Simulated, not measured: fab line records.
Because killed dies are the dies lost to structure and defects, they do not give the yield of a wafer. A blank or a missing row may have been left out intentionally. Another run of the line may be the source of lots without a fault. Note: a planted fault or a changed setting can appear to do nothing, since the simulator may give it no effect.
Chamber matching || flow nand_harc || NHARC_P_CONTACT_ALD_22 on ald_metal-02 has 4 sister chambers
The step deposits TiN, target thk 3 nm, pulse time 1 s, ald cycles 150. 4 wafers are shown with their chamber, then 12 later ones without.

WAFERS WITH THEIR CHAMBER
{"wafer": "L083.3", "chamber": 3, "heater_power_w (W)": 1160}
{"wafer": "L087.6", "chamber": 2, "heater_power_w (W)": 837}
{"wafer": "L089.5", "chamber": 1, "heater_power_w (W)": 1115}
{"wafer": "L089.6", "chamber": 0, "heater_power_w (W)": 1045}

WAFERS MISSING THEIR CHAMBER
{"wafer": "L091.3", "heater_power_w (W)": 1102}
{"wafer": "L091.4", "heater_power_w (W)": 1036}
{"wafer": "L091.5", "heater_power_w (W)": 859}
{"wafer": "L092.1", "heater_power_w (W)": 825}
{"wafer": "L092.3", "heater_power_w (W)": 1125}
{"wafer": "L092.5", "heater_power_w (W)": 1050}
{"wafer": "L094.1", "heater_power_w (W)": 1111}
{"wafer": "L094.3", "heater_power_w (W)": 1111}
{"wafer": "L094.4", "heater_power_w (W)": 1059}
{"wafer": "L097.1", "heater_power_w (W)": 1078}
{"wafer": "L097.3", "heater_power_w (W)": 1048}
{"wafer": "L097.4", "heater_power_w (W)": 1076}

WHICH CHAMBER EACH ONE RAN IN
{"wafer": "L091.3", "from the rows above": 1, "in truth": 1}
{"wafer": "L091.4", "from the rows above": 0, "in truth": 0}
{"wafer": "L091.5", "from the rows above": 2, "in truth": 2}
{"wafer": "L092.1", "from the rows above": 2, "in truth": 2}
{"wafer": "L092.3", "from the rows above": "can't be placed: 1 or 3", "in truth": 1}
{"wafer": "L092.5", "from the rows above": 0, "in truth": 0}
{"wafer": "L094.1", "from the rows above": 1, "in truth": 1}
{"wafer": "L094.3", "from the rows above": 1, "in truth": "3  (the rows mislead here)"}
{"wafer": "L094.4", "from the rows above": 0, "in truth": 0}
{"wafer": "L097.1", "from the rows above": "can't be placed: 0 or 1", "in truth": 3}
{"wafer": "L097.3", "from the rows above": 0, "in truth": 0}
{"wafer": "L097.4", "from the rows above": "can't be placed: 0 or 1", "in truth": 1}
8 of 12 placed correctly. Unplaceable from these rows: 3, with the true chamber sitting among the candidates in 2. 1 placed wrongly.
How it was worked out, from the rows above alone: a wafer's distance from a chamber is the root of the sum, over the readings, of the square of ((its reading less the chamber's mean) divided by the reading's scatter). If the next closest chamber is less than 2 further off than the closest, the wafer can't be placed; otherwise it belongs to the closest. For every chamber, the mean is computed from those of its wafers that are shown. The scatter (one wafer shown for each chamber): square how far every hidden wafer sits from the nearest shown wafer, average those squares and take the square root.
